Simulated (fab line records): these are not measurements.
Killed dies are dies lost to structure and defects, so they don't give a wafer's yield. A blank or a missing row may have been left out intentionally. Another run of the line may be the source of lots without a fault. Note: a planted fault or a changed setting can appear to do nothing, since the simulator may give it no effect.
Matching of chambers + flow n5_finfet + 3 sister chambers for N5_BEOL_M9_ILD_DEP_00 on pecvd-01
The step deposits SiCOH lowk from DEMS/porogen, target thk 308.51 nm, time 58 s. 6 wafers are shown with their chamber, then 9 later ones without.

WAFERS, EACH WITH ITS CHAMBER
| wafer  | chamber | throttle_valve_pct (%) | heater_power_w (W) |
|--------|---------|------------------------|--------------------|
| L075.5 | 0       | 13.2                   | 216                |
| L078.6 | 2       | 15.2                   | 231                |
| L084.1 | 2       | 14.7                   | 241                |
| L088.1 | 1       | 14.8                   | 228                |
| L088.2 | 0       | 12.9                   | 258                |
| L088.5 | 1       | 15.1                   | 239                |

WAFERS WITHOUT THEIR CHAMBER
| wafer  | throttle_valve_pct (%) | heater_power_w (W) |
|--------|------------------------|--------------------|
| L090.1 | 14.9                   | 233                |
| L090.4 | 14.7                   | 241                |
| L090.5 | 13.3                   | 226                |
| L091.1 | 15.1                   | 226                |
| L091.2 | 14.9                   | 243                |
| L091.3 | 13.1                   | 227                |
| L091.4 | 13.2                   | 237                |
| L091.5 | 15.1                   | 236                |
| L091.6 | 14.9                   | 237                |

EACH ONE'S CHAMBER
| wafer  | from the rows above     | in truth |
|--------|-------------------------|----------|
| L090.1 | can't be placed: 1 or 2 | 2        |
| L090.4 | can't be placed: 2 or 1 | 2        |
| L090.5 | 0                       | 0        |
| L091.1 | can't be placed: 1 or 2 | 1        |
| L091.2 | can't be placed: 2 or 1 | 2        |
| L091.3 | 0                       | 0        |
| L091.4 | 0                       | 0        |
| L091.5 | can't be placed: 2 or 1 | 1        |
| L091.6 | can't be placed: 2 or 1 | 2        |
Correctly placed: 3 of 9. Cannot be placed on the basis of these rows: 6; the candidates contain the true chamber in 6. Number placed wrongly: 0.
How it was worked out, from the rows above alone: a wafer's distance from a chamber is the root of the sum, over the readings, of the square of ((its reading less the chamber's mean) divided by the reading's scatter). The wafer belongs to the nearest chamber; if the next one is less than 2 further off, it can't be placed. Each chamber's mean is taken over the wafers shown for it. The scatter: the root of (the sum of the squares of (reading less its chamber's mean) over the shown wafers, divided by (wafers less chambers)).
